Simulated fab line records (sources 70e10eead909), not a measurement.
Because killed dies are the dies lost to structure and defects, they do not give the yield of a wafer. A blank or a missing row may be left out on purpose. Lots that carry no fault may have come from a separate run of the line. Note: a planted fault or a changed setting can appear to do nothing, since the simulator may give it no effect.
What tool caused it? -- flow nand-harc -- 69 wafers from 23 lots sampled at 6 of the route's 1302 steps

## WHAT EACH GAUGE READ, for each wafer
No reading from a measuring or inspecting step in the record can be judged against a usual standard deviation.

## WHICH TOOL RAN EACH LOT (tool, then ch and the chambers of the sampled wafers, then the start)
lot,NHARC_A_STAIRCASE_DESCUM_11,NHARC_A_STAIRCASE_ETCH_15,NHARC_A_STAIRCASE_TRIM_18,NHARC_A_STAIRCASE_ETCH_19,NHARC_A_STAIRCASE_TRIM_198,NHARC_A_STAIRCASE_TRIM_200
L075,"rie-diel-13 ch 0,1,2, day 16 01:07","rie-diel-13 ch 0,2,3, no start","rie-diel-13 ch 0,1, no start","rie-diel-13 ch 1,2, no start","rie-diel-08 ch 0,3, no start","rie-diel-08 ch 0,1,3, no start"
L074,"rie-diel-11 ch 0,1,3, day 16 01:24","rie-diel-11 ch 2,3, no start","rie-diel-11 ch 1,3, no start","rie-diel-11 ch 0,1,2, no start","rie-diel-08 ch 0,2,3, no start","rie-diel-08 ch 0,2,3, no start"
L076,"rie-diel-11 ch 0,1,2, day 16 08:39","rie-diel-11 ch 1,2,3, no start","rie-diel-11 ch 0,2,3, no start","rie-diel-11 ch 0,2,3, no start","rie-diel-13 ch 1,2,3, no start","rie-diel-13 ch 0,1,2, no start"
L077,"rie-diel-13 ch 0,2,3, day 16 21:54","rie-diel-13 ch 0,1,2, no start","rie-diel-13 ch 2,3, no start","rie-diel-13 ch 1,2,3, no start","rie-diel-11 ch 1,2,3, no start","rie-diel-11 ch 0,1,3, no start"
L078,"rie-diel-08 ch 0,1,3, day 17 19:49","rie-diel-08 ch 0,2,3, no start","rie-diel-08 ch 0,2, no start","rie-diel-08 ch 0,1,3, no start","rie-diel-13 ch 0,1,3, no start","rie-diel-13 ch 0,1,2, no start"
L079,"rie-diel-11 ch 0,3, day 18 00:52","rie-diel-11 ch 0,3, no start","rie-diel-11 ch 0,2,3, no start","rie-diel-11 ch 0,1,2, no start","rie-diel-08 ch 0,1, no start","rie-diel-08 ch 0,1,3, no start"
L080,"rie-diel-08 ch 1,2, day 18 17:13","rie-diel-08 ch 1,2,3, no start","rie-diel-08 ch 0,2,3, no start","rie-diel-08 ch 0,1,2, no start","rie-diel-08 ch 0,3, no start","rie-diel-08 ch 1,2, no start"
L082,"rie-diel-11 ch 0,1,2, day 18 17:22","rie-diel-11 ch 0,3, no start","rie-diel-11 ch 0,2,3, no start","rie-diel-11 ch 0,3, no start","rie-diel-08 ch 0,1, no start","rie-diel-08 ch 0,2,3, no start"
L081,"rie-diel-13 ch 0,1,2, day 19 11:08","rie-diel-13 ch 1,2,3, no start","rie-diel-13 ch 0,1,3, no start","rie-diel-13 ch 0,1,3, no start","rie-diel-11 ch 1,2,3, no start","rie-diel-11 ch 0,1,3, no start"
L083,"rie-diel-13 ch 0,1,3, day 19 23:08","rie-diel-13 ch 0,1, no start","rie-diel-13 ch 0,2,3, no start","rie-diel-13 ch 0,1, no start","rie-diel-13 ch 0,1,3, no start","rie-diel-13 ch 0,2,3, no start"
L085,"rie-diel-08 ch 0,3, day 20 05:17","rie-diel-08 ch 0,2,3, no start","rie-diel-08 ch 1,2, no start","rie-diel-08 ch 2,3, no start","rie-diel-11 ch 0,2, no start","rie-diel-11 ch 0,2, no start"
L084,"rie-diel-13 ch 0,3, day 20 05:31","rie-diel-13 ch 2,3, no start","rie-diel-13 ch 1,2,3, no start","rie-diel-13 ch 0,2,3, no start","rie-diel-08 ch 1,2, no start","rie-diel-08 ch 1,2, no start"
L086,"rie-diel-08 ch 1,2, day 21 05:19","rie-diel-08 ch 0,3, no start","rie-diel-08 ch 1,3, no start","rie-diel-08 ch 0,2, no start","rie-diel-11 ch 0,3, no start","rie-diel-11 ch 1,2,3, no start"
L087,"rie-diel-08 ch 1,2,3, day 21 19:39","rie-diel-08 ch 0,1,2, no start","rie-diel-08 ch 0,1,2, no start","rie-diel-08 ch 0,2,3, no start","rie-diel-13 ch 0,2,3, no start","rie-diel-13 ch 0,2,3, no start"
L088,"rie-diel-08 ch 0,2,3, day 21 19:55","rie-diel-08 ch 0,1, no start","rie-diel-08 ch 0,1, no start","rie-diel-08 ch 1,2,3, no start","rie-diel-11 ch 0,3, no start","rie-diel-11 ch 1,3, no start"
L091,"rie-diel-11 ch 0,2,3, day 22 06:37","rie-diel-11 ch 0,1,3, no start","rie-diel-11 ch 0,1, no start","rie-diel-11 ch 0,1,3, no start","rie-diel-13 ch 0,2,3, no start","rie-diel-13 ch 1,2,3, no start"
L089,"rie-diel-11 ch 1,2,3, day 22 06:47","rie-diel-11 ch 0,1,3, no start","rie-diel-11 ch 0,1, no start","rie-diel-11 ch 2,3, no start","rie-diel-11 ch 0,1,3, no start","rie-diel-11 ch 2,3, no start"
L090,"rie-diel-08 ch 0,1,3, day 22 11:24","rie-diel-08 ch 0,1,3, no start","rie-diel-08 ch 0,1,2, no start","rie-diel-08 ch 0,2,3, no start","rie-diel-11 ch 0,1,3, no start","rie-diel-11 ch 0,1,3, no start"
L092,"rie-diel-13 ch 1,2, day 23 00:21","rie-diel-13 ch 0,3, no start","rie-diel-13 ch 1,3, no start","rie-diel-13 ch 0,3, no start","rie-diel-13 ch 0,1,3, no start","rie-diel-13 ch 2,3, no start"
L095,"rie-diel-13 ch 1,2,3, day 24 01:51","rie-diel-13 ch 0,1,2, no start","rie-diel-13 ch 0,1,3, no start","rie-diel-13 ch 0,1,3, no start","rie-diel-13 ch 0,2,3, no start","rie-diel-13 ch 0,1,3, no start"
L094,"rie-diel-11 ch 0,2,3, day 24 02:37","rie-diel-11 ch 0,1,2, no start","rie-diel-11 ch 0,1,2, no start","rie-diel-11 ch 0,1,3, no start","rie-diel-08 ch 0,2, no start","rie-diel-08 ch 0,2,3, no start"
L093,"rie-diel-13 ch 0,1,3, day 24 07:40","rie-diel-13 ch 0,2,3, no start","rie-diel-13 ch 0,3, no start","rie-diel-13 ch 0,1,2, no start","rie-diel-13 ch 0,1, no start","rie-diel-13 ch 1,2,3, no start"
L096,"rie-diel-08 ch 0,1,3, day 24 19:20","rie-diel-08 ch 1,2,3, no start","rie-diel-08 ch 0,1,2, no start","rie-diel-08 ch 0,1,2, no start","rie-diel-11 ch 0,1, no start","rie-diel-11 ch 1,2,3, no start"
- NHARC_A_STAIRCASE_DESCUM_11: chemistry O2, time 3 s.
- NHARC_A_STAIRCASE_ETCH_15: etches the open film in C4F8/O2, target depth 100 nm, time 40.5 s.
- NHARC_A_STAIRCASE_TRIM_18: chemistry O2, time 211.2 s.
- NHARC_A_STAIRCASE_ETCH_19: etches the open film in C4F8/O2, target depth 100 nm, time 40.5 s.
- NHARC_A_STAIRCASE_TRIM_198: chemistry O2, time 211.2 s.
- NHARC_A_STAIRCASE_TRIM_200: chemistry O2, time 211.2 s.

## AS READ BY THE TOOLS THEMSELVES (means over the sampled wafers that have a number; for cases with no such wafer, the mark the record gives instead)
NHARC_A_STAIRCASE_DESCUM_11. Usual: drypump-motor-current-A 6.0 A, standard deviation 0.56; oes-product-au 0.999 a.u., standard deviation 0.0078; rf-vpp-V 57.8 V, standard deviation 0.79; showerhead-plenum-p-Torr 1.92 Torr, standard deviation 0.093; throttle-valve-pct 11.310 %, standard deviation 0.0083.
lot,tool,drypump-motor-current-A (A),oes-product-au (a.u.),rf-vpp-V (V),showerhead-plenum-p-Torr (Torr),throttle-valve-pct (%),flag
L075,rie-diel-13,5.9,1.001,57.5,1.93,11.321,
L074,rie-diel-11,6.2,0.997,58.2,1.87,11.307,
L076,rie-diel-11,6.3,0.999,57.7,1.85,11.313,
L077,rie-diel-13,5.6,0.990,57.6,1.97,11.323,
L078,rie-diel-08,5.9,1.005,58.2,2.00,11.302,
L079,rie-diel-11,6.2,0.988,57.8,1.84,11.312,
L080,rie-diel-08,6.2,1.002,58.4,1.88,11.309,
L082,rie-diel-11,6.3,1.007,57.7,1.84,11.315,
L081,rie-diel-13,5.9,0.998,57.3,1.92,11.310,
L083,rie-diel-13,5.9,1.003,57.8,1.87,11.317,
L085,rie-diel-08,5.3,0.996,58.3,2.06,11.311,
L084,rie-diel-13,5.3,1.004,57.4,1.90,11.316,
L086,rie-diel-08,5.8,0.998,57.6,1.90,11.310,
L087,rie-diel-08,6.1,0.990,57.4,1.94,11.305,
L088,rie-diel-08,5.5,0.994,58.4,2.01,11.313,
L091,rie-diel-11,6.3,0.993,57.8,1.86,11.320,
L089,rie-diel-11,6.3,0.994,57.8,1.88,11.305,
L090,rie-diel-08,5.9,0.998,57.2,1.98,11.310,
L092,rie-diel-13,6.2,1.005,57.1,1.97,11.313,
L095,rie-diel-13,6.1,0.997,58.0,1.92,11.308,
L094,rie-diel-11,6.3,0.995,57.6,1.86,11.316,
L093,rie-diel-13,5.9,0.997,58.3,1.87,11.310,
L096,rie-diel-08,5.9,0.996,58.0,1.98,11.316,

NHARC_A_STAIRCASE_ETCH_15. Usual: oes-product-au 0.942 a.u., standard deviation 0.011; rf-vpp-V 896 V, standard deviation 5.8.
lot,tool,oes-product-au (a.u.),rf-vpp-V (V),flag
L075,rie-diel-13,0.948,899,
L074,rie-diel-11,0.947,897,
L076,rie-diel-11,0.932,896,
L077,rie-diel-13,0.954,897,
L078,rie-diel-08,0.948,903,
L079,rie-diel-11,0.947,894,
L080,rie-diel-08,0.941,898,
L082,rie-diel-11,0.945,891,
L081,rie-diel-13,0.932,896,
L083,rie-diel-13,0.959,890,
L085,rie-diel-08,0.945,903,
L084,rie-diel-13,0.939,900,
L086,rie-diel-08,0.951,904,
L087,rie-diel-08,0.930,898,
L088,rie-diel-08,0.944,897,
L091,rie-diel-11,0.931,892,
L089,rie-diel-11,0.936,892,
L090,rie-diel-08,0.941,900,
L092,rie-diel-13,0.923,896,
L095,rie-diel-13,0.948,895,
L094,rie-diel-11,0.940,890,
L093,rie-diel-13,0.937,899,
L096,rie-diel-08,0.952,897,

NHARC_A_STAIRCASE_TRIM_18. Usual: drypump-motor-current-A 6.0 A, standard deviation 0.56; oes-product-au 0.999 a.u., standard deviation 0.0094; rf-vpp-V 57.8 V, standard deviation 0.88; showerhead-plenum-p-Torr 3.53 Torr, standard deviation 0.16; throttle-valve-pct 17.035 %, standard deviation 0.009.
lot,tool,drypump-motor-current-A (A),oes-product-au (a.u.),rf-vpp-V (V),showerhead-plenum-p-Torr (Torr),throttle-valve-pct (%),flag
L075,rie-diel-13,5.6,1.002,57.1,3.45,17.032,
L074,rie-diel-11,6.1,0.992,57.8,3.54,17.035,
L076,rie-diel-11,6.3,0.995,58.2,3.46,17.040,
L077,rie-diel-13,6.0,0.999,58.0,3.73,17.042,
L078,rie-diel-08,5.1,0.995,58.3,3.72,17.042,
L079,rie-diel-11,6.3,1.000,57.6,3.45,17.037,
L080,rie-diel-08,5.5,0.998,58.2,3.70,17.032,
L082,rie-diel-11,6.3,0.997,57.0,3.45,17.031,
L081,rie-diel-13,5.8,0.991,58.1,3.46,17.038,
L083,rie-diel-13,5.6,1.002,58.0,3.62,17.036,
L085,rie-diel-08,5.8,1.008,57.7,3.51,17.024,
L084,rie-diel-13,6.2,1.009,57.4,3.55,17.041,
L086,rie-diel-08,6.4,1.008,57.5,3.54,17.027,
L087,rie-diel-08,5.6,0.998,58.6,3.58,17.035,
L088,rie-diel-08,5.4,1.011,58.4,3.66,17.050,
L091,rie-diel-11,6.2,1.002,57.4,3.39,17.031,
L089,rie-diel-11,6.2,1.003,57.4,3.34,17.043,
L090,rie-diel-08,5.6,0.995,58.9,3.58,17.030,
L092,rie-diel-13,6.4,1.002,58.0,3.38,17.030,
L095,rie-diel-13,5.8,0.999,58.1,3.44,17.033,
L094,rie-diel-11,6.3,0.992,57.8,3.39,17.038,
L093,rie-diel-13,5.3,0.987,58.0,3.50,17.036,
L096,rie-diel-08,5.6,1.018,57.4,3.57,17.032,

NHARC_A_STAIRCASE_ETCH_19. Usual: oes-product-au 0.943 a.u., standard deviation 0.01; rf-vpp-V 896 V, standard deviation 6.
lot,tool,oes-product-au (a.u.),rf-vpp-V (V),flag
L075,rie-diel-13,0.954,901,
L074,rie-diel-11,0.942,892,
L076,rie-diel-11,0.925,893,
L077,rie-diel-13,0.943,898,
L078,rie-diel-08,0.953,902,
L079,rie-diel-11,0.948,891,
L080,rie-diel-08,0.940,898,
L082,rie-diel-11,0.942,895,
L081,rie-diel-13,0.946,893,
L083,rie-diel-13,0.957,890,
L085,rie-diel-08,0.946,900,
L084,rie-diel-13,0.955,900,
L086,rie-diel-08,0.940,899,
L087,rie-diel-08,0.938,902,
L088,rie-diel-08,0.939,898,
L091,rie-diel-11,0.929,892,
L089,rie-diel-11,0.947,897,
L090,rie-diel-08,0.938,902,
L092,rie-diel-13,0.942,896,
L095,rie-diel-13,0.938,893,
L094,rie-diel-11,0.941,892,
L093,rie-diel-13,0.945,895,
L096,rie-diel-08,0.957,897,

NHARC_A_STAIRCASE_TRIM_198. Usual: drypump-motor-current-A 6.0 A, standard deviation 0.56; oes-product-au 0.997 a.u., standard deviation 0.0083; rf-vpp-V 57.7 V, standard deviation 0.97; showerhead-plenum-p-Torr 3.52 Torr, standard deviation 0.16; throttle-valve-pct 17.038 %, standard deviation 0.0098.
lot,tool,drypump-motor-current-A (A),oes-product-au (a.u.),rf-vpp-V (V),showerhead-plenum-p-Torr (Torr),throttle-valve-pct (%),flag
L075,rie-diel-08,5.3,1.003,57.6,3.44,17.047,
L074,rie-diel-08,5.6,0.991,57.3,3.53,17.044,
L076,rie-diel-13,6.2,0.994,57.9,3.57,17.034,
L077,rie-diel-11,6.3,0.996,57.7,3.50,17.040,
L078,rie-diel-13,5.9,0.995,57.8,3.47,17.028,
L079,rie-diel-08,5.9,1.001,57.8,3.56,17.042,
L080,rie-diel-08,5.8,0.993,57.2,3.77,17.037,
L082,rie-diel-08,5.4,0.992,59.1,3.68,17.033,
L081,rie-diel-11,6.3,0.993,57.4,3.49,17.024,
L083,rie-diel-13,5.9,1.004,57.6,3.46,17.035,
L085,rie-diel-11,6.5,1.002,56.6,3.42,17.038,
L084,rie-diel-08,6.2,0.995,56.7,3.48,17.035,
L086,rie-diel-11,6.2,0.991,56.8,3.39,17.031,
L087,rie-diel-13,5.7,1.003,58.1,3.61,17.043,
L088,rie-diel-11,6.2,0.992,57.8,3.39,17.043,
L091,rie-diel-13,5.7,1.002,58.3,3.61,17.034,
L089,rie-diel-11,6.2,0.994,56.8,3.43,17.036,
L090,rie-diel-11,6.2,0.996,56.9,3.43,17.030,
L092,rie-diel-13,5.9,0.996,57.8,3.45,17.028,
L095,rie-diel-13,5.6,0.998,58.1,3.60,17.036,
L094,rie-diel-08,5.1,1.002,58.6,3.69,17.038,
L093,rie-diel-13,5.6,0.998,57.9,3.42,17.034,
L096,rie-diel-11,6.2,0.999,57.2,3.37,17.043,

NHARC_A_STAIRCASE_TRIM_200. Usual: drypump-motor-current-A 6.0 A, standard deviation 0.53; oes-product-au 1.000 a.u., standard deviation 0.0083; rf-vpp-V 57.8 V, standard deviation 1; showerhead-plenum-p-Torr 3.52 Torr, standard deviation 0.16; throttle-valve-pct 17.037 %, standard deviation 0.0097.
lot,tool,drypump-motor-current-A (A),oes-product-au (a.u.),rf-vpp-V (V),showerhead-plenum-p-Torr (Torr),throttle-valve-pct (%),flag
L075,rie-diel-08,5.9,1.008,58.1,3.50,17.045,
L074,rie-diel-08,5.5,1.005,57.6,3.53,17.041,
L076,rie-diel-13,5.9,0.999,58.4,3.55,17.042,
L077,rie-diel-11,6.2,0.991,58.2,3.45,17.034,
L078,rie-diel-13,5.9,0.998,57.9,3.55,17.051,
L079,rie-diel-08,5.9,1.004,59.1,3.67,17.032,
L080,rie-diel-08,5.8,0.998,58.3,3.51,17.039,
L082,rie-diel-08,5.5,1.001,57.4,3.70,17.038,
L081,rie-diel-11,6.2,1.000,57.2,3.44,17.037,
L083,rie-diel-13,5.7,0.994,58.3,3.62,17.027,
L085,rie-diel-11,6.3,1.003,57.1,3.36,17.041,
L084,rie-diel-08,6.2,1.006,57.7,3.48,17.028,
L086,rie-diel-11,6.3,0.998,57.0,3.48,17.030,
L087,rie-diel-13,5.6,0.998,57.9,3.61,17.035,
L088,rie-diel-11,6.1,1.001,57.3,3.52,17.030,
L091,rie-diel-13,6.2,1.007,57.8,3.55,17.046,
L089,rie-diel-11,6.3,0.993,57.1,3.52,17.037,
L090,rie-diel-11,6.2,0.995,57.5,3.43,17.038,
L092,rie-diel-13,5.9,1.001,58.2,3.70,17.027,
L095,rie-diel-13,5.9,1.002,57.2,3.44,17.042,
L094,rie-diel-08,5.6,0.998,58.2,3.68,17.033,
L093,rie-diel-13,6.2,1.005,57.5,3.54,17.034,
L096,rie-diel-11,6.3,0.995,56.4,3.47,17.038,

## THE ANSWER, worked out from the rows above alone
Rule: lot off if the mean of its wafers having a number is beyond 3 standard deviations from the usual mean. Also off: a lot with no number at a reading for which 4 or more lots have one. All remaining lots with rows at the step are treated as sound. Order of review: gauges by route order, followed by the tools' own readings, for which a lot's mean as printed above is used. The first step at which some lot is off is used, and at that step the reading that is off furthest; a lot without a number counts as furthest.
No lot is off on any of the readings shown, so nothing can be concluded from this.

## WHAT WAS PUT IN BY THE SIMULATOR
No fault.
